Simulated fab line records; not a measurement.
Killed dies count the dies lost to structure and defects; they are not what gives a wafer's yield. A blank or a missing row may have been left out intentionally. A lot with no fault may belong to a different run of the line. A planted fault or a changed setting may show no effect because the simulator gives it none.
2 desks, one fault    flow n5_finfet    each desk holds nothing but its own numbers, with what lay behind them at the end

## FOR THE TOOL OWNER'S DESK: rie_metal-03
The tool's own readings at N5_BEOL_M3_HM_OPEN_17 (chemistry Cl2/BCl3, target TiN, target depth 20 nm, overetch 6 nm): means of the sampled wafers that have a number, for each lot that ran on this tool. The brackets show how far a lot's mean lies from the usual mean; more than 4 standard deviations puts the lot out of limits, marked OUT.
Columns: A = drypump_motor_current_A at N5_BEOL_M3_HM_OPEN_17, usual 5.62 A; B = mfc_cl2_sccm at N5_BEOL_M3_HM_OPEN_17, usual 53.24 sccm; C = oes_product_au at N5_BEOL_M3_HM_OPEN_17, usual 0.61 a.u.; D = throttle_valve_pct at N5_BEOL_M3_HM_OPEN_17, usual 22.19 %
lot   first seen here  A     B      C     D
L457  day 7 06:31      5.54  53.13  0.65  22.13
L460  day 8 00:50      5.33  53.34  0.66  22.15
L469  day 10 09:54     5.15  53.28  0.64  22.17
L474  day 11 19:28     5.33  53.11  0.56  22.30
L475  day 11 22:11     5.53  53.22  0.59  22.23
This desk's verdict: no lot among the 5 shows anything out of limits.

## METROLOGY DESK
Lot by lot, what the gauges showed, no matter which tool ran the lot: averages of those sampled wafers that carry a number. The brackets show how far a lot's mean lies from the usual mean; more than 4 standard deviations puts the lot out of limits, marked OUT. Readings shown: 7 of its 13, picked as those furthest out on some lot.
Columns: A = DIBL_N at N5_BEOL_M4_RC_MEAS_101, usual 36.3 mV/V; B = DIBL_P at N5_BEOL_M4_RC_MEAS_101, usual 36.2 mV/V; C = IOFF_P at N5_BEOL_M4_RC_MEAS_101, usual 0.21 nA/um; D = ION_N at N5_BEOL_M4_RC_MEAS_101, usual 677 uA/um; E = ION_P at N5_BEOL_M4_RC_MEAS_101, usual 465 uA/um; F = SS_N at N5_BEOL_M4_RC_MEAS_101, usual 71.5 mV/dec; G = VT_N at N5_BEOL_M4_RC_MEAS_101, usual 250 mV
lot   first seen here  A     B     C     D    E    F     G
L457  day 7 07:03      36.0  35.6  0.21  679  466  70.7  249
L460  day 8 01:32      34.1  34.1  0.16  669  461  70.8  254
L463  day 9 01:52      36.4  38.6  0.24  688  468  71.4  246
L469  day 10 10:43     36.8  37.3  0.20  685  467  72.0  250
L474  day 11 20:17     34.9  35.5  0.18  673  463  71.2  252
L475  day 11 22:42     38.0  36.9  0.25  694  474  71.8  247
L477  day 12 13:49     34.4  34.6  0.19  665  462  71.0  252
L478  day 12 18:01     36.1  34.9  0.21  683  464  71.2  246
This desk's verdict: no lot among the 8 shows anything out of limits.

## PUT TOGETHER
The desk of the tool owner found nothing out of limits.
From the metrology desk's view, nothing was out of limits.

## WHAT THE SIMULATOR HAD INSERTED
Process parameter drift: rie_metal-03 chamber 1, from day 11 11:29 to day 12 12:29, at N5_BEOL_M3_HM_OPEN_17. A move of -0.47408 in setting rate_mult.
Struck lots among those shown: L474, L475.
